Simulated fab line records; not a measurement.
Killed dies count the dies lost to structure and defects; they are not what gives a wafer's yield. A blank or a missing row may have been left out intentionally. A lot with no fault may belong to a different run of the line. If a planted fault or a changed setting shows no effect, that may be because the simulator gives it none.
Lot-split experiment :: flow n5 finfet :: 39 wafers read across 7 lots, on a route 1938 steps long

== ABOUT THE SPLIT ==
At N5_MIM_BOT_SPUTTER_00 (material TiN, target thk 35 nm, time 89.7 s), the setting target thk a was moved away from the recipe's 350 angstrom on 15 of the 39 wafers read, by -46.9% to +48.9%. The other wafers ran this setting at the recipe's value.

The reading comes from the split's own step.

== THE READING ==
TiN_of_MIM_BOT_SPUTTER_00.thk nm (the simulator's own value, which no gauge read), in nm, at N5_MIM_BOT_SPUTTER_00 (material TiN, target thk 35 nm, time 89.7 s). The file does not state a usual value for it. Average 35.2 nm, standard deviation 0.46 nm, over the 24 wafers here run with the recipe.

wafer: L075.1
tool, chamber at the split: pvd sputter-01, -
target thk a as run, angstrom: 292.3
against the recipe: -16.5%
TiN_of_MIM_BOT_SPUTTER_00.thk nm, nm: 28.8
against lot-mates on the recipe: -6.6

wafer: L075.2
tool, chamber at the split: pvd sputter-01, -
target thk a as run, angstrom: 350
against the recipe: recipe
TiN_of_MIM_BOT_SPUTTER_00.thk nm, nm: 35
against lot-mates on the recipe: -

wafer: L075.3
tool, chamber at the split: pvd sputter-01, -
target thk a as run, angstrom: 350
against the recipe: recipe
TiN_of_MIM_BOT_SPUTTER_00.thk nm, nm: 35.4
against lot-mates on the recipe: -

wafer: L075.4
tool, chamber at the split: pvd sputter-01, -
target thk a as run, angstrom: 350
against the recipe: recipe
TiN_of_MIM_BOT_SPUTTER_00.thk nm, nm: 35.8
against lot-mates on the recipe: -

wafer: L075.5
tool, chamber at the split: pvd sputter-01, -
target thk a as run, angstrom: 292.3
against the recipe: -16.5%
TiN_of_MIM_BOT_SPUTTER_00.thk nm, nm: 30.2
against lot-mates on the recipe: -5.2

wafer: L075.6
tool, chamber at the split: pvd sputter-01, -
target thk a as run, angstrom: 292.3
against the recipe: -16.5%
TiN_of_MIM_BOT_SPUTTER_00.thk nm, nm: 29.8
against lot-mates on the recipe: -5.6

wafer: L076.1
tool, chamber at the split: pvd sputter-03, -
target thk a as run, angstrom: 350
against the recipe: recipe
TiN_of_MIM_BOT_SPUTTER_00.thk nm, nm: 35.6
against lot-mates on the recipe: -

wafer: L076.2
tool, chamber at the split: pvd sputter-03, -
target thk a as run, angstrom: 185.7
against the recipe: -46.9%
TiN_of_MIM_BOT_SPUTTER_00.thk nm, nm: 18.6
against lot-mates on the recipe: -16.8

wafer: L076.3
tool, chamber at the split: pvd sputter-03, -
target thk a as run, angstrom: 350
against the recipe: recipe
TiN_of_MIM_BOT_SPUTTER_00.thk nm, nm: 35.8
against lot-mates on the recipe: -

wafer: L076.4
tool, chamber at the split: pvd sputter-03, -
target thk a as run, angstrom: 185.7
against the recipe: -46.9%
TiN_of_MIM_BOT_SPUTTER_00.thk nm, nm: 19.2
against lot-mates on the recipe: -16.2

wafer: L076.6
tool, chamber at the split: pvd sputter-03, -
target thk a as run, angstrom: 185.7
against the recipe: -46.9%
TiN_of_MIM_BOT_SPUTTER_00.thk nm, nm: 19.2
against lot-mates on the recipe: -16.2

wafer: L076.5
tool, chamber at the split: pvd sputter-03, -
target thk a as run, angstrom: 350
against the recipe: recipe
TiN_of_MIM_BOT_SPUTTER_00.thk nm, nm: 34.8
against lot-mates on the recipe: -

wafer: L081.1
tool, chamber at the split: pvd sputter-01, -
target thk a as run, angstrom: 350
against the recipe: recipe
TiN_of_MIM_BOT_SPUTTER_00.thk nm, nm: 33.8
against lot-mates on the recipe: -

wafer: L081.2
tool, chamber at the split: pvd sputter-01, -
target thk a as run, angstrom: 521.3
against the recipe: +48.9%
TiN_of_MIM_BOT_SPUTTER_00.thk nm, nm: 51
against lot-mates on the recipe: +16.5

wafer: L081.3
tool, chamber at the split: pvd sputter-01, -
target thk a as run, angstrom: 350
against the recipe: recipe
TiN_of_MIM_BOT_SPUTTER_00.thk nm, nm: 34.8
against lot-mates on the recipe: -

wafer: L081.6
tool, chamber at the split: pvd sputter-01, -
target thk a as run, angstrom: 350
against the recipe: recipe
TiN_of_MIM_BOT_SPUTTER_00.thk nm, nm: 34.8
against lot-mates on the recipe: -

wafer: L081.4
tool, chamber at the split: pvd sputter-01, -
target thk a as run, angstrom: 521.3
against the recipe: +48.9%
TiN_of_MIM_BOT_SPUTTER_00.thk nm, nm: 52.4
against lot-mates on the recipe: +17.9

wafer: L081.5
tool, chamber at the split: pvd sputter-01, -
target thk a as run, angstrom: 521.3
against the recipe: +48.9%
TiN_of_MIM_BOT_SPUTTER_00.thk nm, nm: 52.2
against lot-mates on the recipe: +17.7

wafer: L082.1
tool, chamber at the split: pvd sputter-02, -
target thk a as run, angstrom: 350
against the recipe: recipe
TiN_of_MIM_BOT_SPUTTER_00.thk nm, nm: 35.2
against lot-mates on the recipe: -

wafer: L082.2
tool, chamber at the split: pvd sputter-02, -
target thk a as run, angstrom: 350
against the recipe: recipe
TiN_of_MIM_BOT_SPUTTER_00.thk nm, nm: 35.2
against lot-mates on the recipe: -

wafer: L082.4
tool, chamber at the split: pvd sputter-02, -
target thk a as run, angstrom: 350
against the recipe: recipe
TiN_of_MIM_BOT_SPUTTER_00.thk nm, nm: 35.2
against lot-mates on the recipe: -

wafer: L082.5
tool, chamber at the split: pvd sputter-02, -
target thk a as run, angstrom: 350
against the recipe: recipe
TiN_of_MIM_BOT_SPUTTER_00.thk nm, nm: 35.2
against lot-mates on the recipe: -

wafer: L082.3
tool, chamber at the split: pvd sputter-02, -
target thk a as run, angstrom: 350
against the recipe: recipe
TiN_of_MIM_BOT_SPUTTER_00.thk nm, nm: 35.8
against lot-mates on the recipe: -

wafer: L082.6
tool, chamber at the split: pvd sputter-02, -
target thk a as run, angstrom: 350
against the recipe: recipe
TiN_of_MIM_BOT_SPUTTER_00.thk nm, nm: 35.4
against lot-mates on the recipe: -

wafer: L086.1
tool, chamber at the split: pvd sputter-02, -
target thk a as run, angstrom: 350
against the recipe: recipe
TiN_of_MIM_BOT_SPUTTER_00.thk nm, nm: 35.8
against lot-mates on the recipe: -

wafer: L086.2
tool, chamber at the split: pvd sputter-02, -
target thk a as run, angstrom: 485.1
against the recipe: +38.6%
TiN_of_MIM_BOT_SPUTTER_00.thk nm, nm: 48.8
against lot-mates on the recipe: +13.6

wafer: L086.6
tool, chamber at the split: pvd sputter-02, -
target thk a as run, angstrom: 485.1
against the recipe: +38.6%
TiN_of_MIM_BOT_SPUTTER_00.thk nm, nm: 48.8
against lot-mates on the recipe: +13.6

wafer: L086.3
tool, chamber at the split: pvd sputter-02, -
target thk a as run, angstrom: 350
against the recipe: recipe
TiN_of_MIM_BOT_SPUTTER_00.thk nm, nm: 34.8
against lot-mates on the recipe: -

wafer: L086.4
tool, chamber at the split: pvd sputter-02, -
target thk a as run, angstrom: 485.1
against the recipe: +38.6%
TiN_of_MIM_BOT_SPUTTER_00.thk nm, nm: 48.4
against lot-mates on the recipe: +13.2

wafer: L086.5
tool, chamber at the split: pvd sputter-02, -
target thk a as run, angstrom: 350
against the recipe: recipe
TiN_of_MIM_BOT_SPUTTER_00.thk nm, nm: 35
against lot-mates on the recipe: -

wafer: L092.1
tool, chamber at the split: pvd sputter-03, -
target thk a as run, angstrom: 350
against the recipe: recipe
TiN_of_MIM_BOT_SPUTTER_00.thk nm, nm: 35.6
against lot-mates on the recipe: -

wafer: L092.2
tool, chamber at the split: pvd sputter-03, -
target thk a as run, angstrom: 350
against the recipe: recipe
TiN_of_MIM_BOT_SPUTTER_00.thk nm, nm: 35.6
against lot-mates on the recipe: -

wafer: L092.6
tool, chamber at the split: pvd sputter-03, -
target thk a as run, angstrom: 350
against the recipe: recipe
TiN_of_MIM_BOT_SPUTTER_00.thk nm, nm: 35.2
against lot-mates on the recipe: -

wafer: L095.1
tool, chamber at the split: pvd sputter-03, -
target thk a as run, angstrom: 350
against the recipe: recipe
TiN_of_MIM_BOT_SPUTTER_00.thk nm, nm: 34.6
against lot-mates on the recipe: -

wafer: L095.2
tool, chamber at the split: pvd sputter-03, -
target thk a as run, angstrom: 421.1
against the recipe: +20.3%
TiN_of_MIM_BOT_SPUTTER_00.thk nm, nm: 42.4
against lot-mates on the recipe: +7.3

wafer: L095.5
tool, chamber at the split: pvd sputter-03, -
target thk a as run, angstrom: 421.1
against the recipe: +20.3%
TiN_of_MIM_BOT_SPUTTER_00.thk nm, nm: 42.4
against lot-mates on the recipe: +7.3

wafer: L095.3
tool, chamber at the split: pvd sputter-03, -
target thk a as run, angstrom: 421.1
against the recipe: +20.3%
TiN_of_MIM_BOT_SPUTTER_00.thk nm, nm: 42.2
against lot-mates on the recipe: +7.1

wafer: L095.4
tool, chamber at the split: pvd sputter-03, -
target thk a as run, angstrom: 350
against the recipe: recipe
TiN_of_MIM_BOT_SPUTTER_00.thk nm, nm: 35.4
against lot-mates on the recipe: -

wafer: L095.6
tool, chamber at the split: pvd sputter-03, -
target thk a as run, angstrom: 350
against the recipe: recipe
TiN_of_MIM_BOT_SPUTTER_00.thk nm, nm: 35.4
against lot-mates on the recipe: -

THE FIT
A straight line over all 39 wafers: TiN_of_MIM_BOT_SPUTTER_00.thk nm changes by +0.344 nm for each +1% of target thk a; r = +1.00; the points scatter about the line by 0.46 nm.
The same after taking each lot's own level away (the mean of its wafers on the recipe; 39 wafers): +0.352 nm for each +1%; r = +1.00; scatter 0.39 nm.
That fit puts the effect of the largest move of target thk a on the reading at 17 nm.
Across the lots, their own levels run from 34.47 to 35.47 nm, a range of 2.2 times the standard deviation given above.
So the lot-to-lot level changes the slope little: the two slopes agree.
Check: for one of the wafers moved furthest among these (+48.9%), held out of the fit, the line's prediction against its lot-mates is +17.3 nm. It came out at +16.5 nm against them.

== OTHER SPLITS ON THESE WAFERS ==
Note: prior to the reading, these wafers also went through further splits. Each is held against what the fit with the lots' levels taken away leaves over:
other split on the same wafers: N5_BEOL_M13_ILD_DEP_00 time s
wafers away from the commonest value: 15
r with TiN_of_MIM_BOT_SPUTTER_00.thk nm (lot level and that fit taken away): +0.00

== FILE'S OWN FIT ==
TiN_of_MIM_BOT_SPUTTER_00.thk nm changes by +0.352 nm for each +1% of target thk a, r = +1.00.
